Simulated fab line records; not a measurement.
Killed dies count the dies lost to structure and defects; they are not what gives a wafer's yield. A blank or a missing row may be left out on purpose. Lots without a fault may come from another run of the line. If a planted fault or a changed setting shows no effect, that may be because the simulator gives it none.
Matching of chambers / flow nandHarc / NHARC_A_CONTACT_ETCH_110 on rieDiel-08: 4 sister chambers
The step etches the open film in CF4/O2, target depth 60 nm, overetch 6 nm, time 33 s. 14 wafers are shown with their chamber, then 7 later ones without.

## EACH WAFER AND ITS CHAMBER
wafer=L074.3; chamber=3; drypumpMotorCurrentA (A)=5.8; showerheadPlenumPTorr (Torr)=1.31; oesProductAu (a.u.)=1.005
wafer=L074.4; chamber=0; drypumpMotorCurrentA (A)=5.4; showerheadPlenumPTorr (Torr)=1.35; oesProductAu (a.u.)=1.009
wafer=L074.5; chamber=1; drypumpMotorCurrentA (A)=5.6; showerheadPlenumPTorr (Torr)=1.37; oesProductAu (a.u.)=0.988
wafer=L077.2; chamber=2; drypumpMotorCurrentA (A)=5.6; showerheadPlenumPTorr (Torr)=1.30; oesProductAu (a.u.)=0.987
wafer=L077.4; chamber=0; drypumpMotorCurrentA (A)=5.3; showerheadPlenumPTorr (Torr)=1.35; oesProductAu (a.u.)=1.002
wafer=L077.6; chamber=2; drypumpMotorCurrentA (A)=5.6; showerheadPlenumPTorr (Torr)=1.30; oesProductAu (a.u.)=0.990
wafer=L084.1; chamber=0; drypumpMotorCurrentA (A)=5.4; showerheadPlenumPTorr (Torr)=1.34; oesProductAu (a.u.)=1.014
wafer=L084.3; chamber=3; drypumpMotorCurrentA (A)=5.8; showerheadPlenumPTorr (Torr)=1.30; oesProductAu (a.u.)=1.005
wafer=L084.5; chamber=2; drypumpMotorCurrentA (A)=5.6; showerheadPlenumPTorr (Torr)=1.29; oesProductAu (a.u.)=1.011
wafer=L082.1; chamber=0; drypumpMotorCurrentA (A)=5.3; showerheadPlenumPTorr (Torr)=1.34; oesProductAu (a.u.)=1.022
wafer=L082.5; chamber=0; drypumpMotorCurrentA (A)=5.3; showerheadPlenumPTorr (Torr)=1.34; oesProductAu (a.u.)=1.003
wafer=L082.6; chamber=3; drypumpMotorCurrentA (A)=5.8; showerheadPlenumPTorr (Torr)=1.30; oesProductAu (a.u.)=0.984
wafer=L083.1; chamber=3; drypumpMotorCurrentA (A)=5.8; showerheadPlenumPTorr (Torr)=1.30; oesProductAu (a.u.)=0.998
wafer=L083.3; chamber=2; drypumpMotorCurrentA (A)=5.6; showerheadPlenumPTorr (Torr)=1.29; oesProductAu (a.u.)=1.019

SIGNATURES (means of the wafers above)
reading=drypumpMotorCurrentA; chamber 0=5.340; chamber 1=5.600; chamber 2=5.600; chamber 3=5.800; scatter within a chamber=0.0346
reading=showerheadPlenumPTorr; chamber 0=1.3440; chamber 1=1.3700; chamber 2=1.2950; chamber 3=1.3025; scatter within a chamber=0.00543
reading=oesProductAu; chamber 0=1.01000; chamber 1=0.98800; chamber 2=1.00175; chamber 3=0.99800; scatter within a chamber=0.0114
Rule: for each reading, subtract the chamber's mean from the wafer's reading, divide by that reading's scatter and square the result; add these up over the readings and take the root, which gives the wafer's distance from the chamber. The wafer belongs to the nearest chamber; if the next one is less than 2 further off, it can't be placed. The scatter: the root of (the sum of the squares of (reading less its chamber's mean) over the shown wafers, divided by (wafers less chambers)).

## WAFERS WITH NO CHAMBER GIVEN
wafer=L083.4; drypumpMotorCurrentA (A)=5.6; showerheadPlenumPTorr (Torr)=1.37; oesProductAu (a.u.)=0.991
wafer=L091.1; drypumpMotorCurrentA (A)=5.8; showerheadPlenumPTorr (Torr)=1.30; oesProductAu (a.u.)=0.997
wafer=L091.2; drypumpMotorCurrentA (A)=5.6; showerheadPlenumPTorr (Torr)=1.29; oesProductAu (a.u.)=1.017
wafer=L091.3; drypumpMotorCurrentA (A)=5.3; showerheadPlenumPTorr (Torr)=1.34; oesProductAu (a.u.)=1.025
wafer=L094.1; drypumpMotorCurrentA (A)=5.8; showerheadPlenumPTorr (Torr)=1.30; oesProductAu (a.u.)=1.008
wafer=L094.3; drypumpMotorCurrentA (A)=5.6; showerheadPlenumPTorr (Torr)=1.29; oesProductAu (a.u.)=1.008
wafer=L094.4; drypumpMotorCurrentA (A)=5.3; showerheadPlenumPTorr (Torr)=1.33; oesProductAu (a.u.)=1.030

## WHICH CHAMBER EACH ONE RAN IN
wafer=L083.4; from the rows above=1; in truth=1
wafer=L091.1; from the rows above=3; in truth=3
wafer=L091.2; from the rows above=2; in truth=2
wafer=L091.3; from the rows above=0; in truth=0
wafer=L094.1; from the rows above=3; in truth=3
wafer=L094.3; from the rows above=2; in truth=2
wafer=L094.4; from the rows above=0; in truth=0
Correctly placed: 7 of 7. From these rows, 0 cannot be placed. 0 placed wrongly.
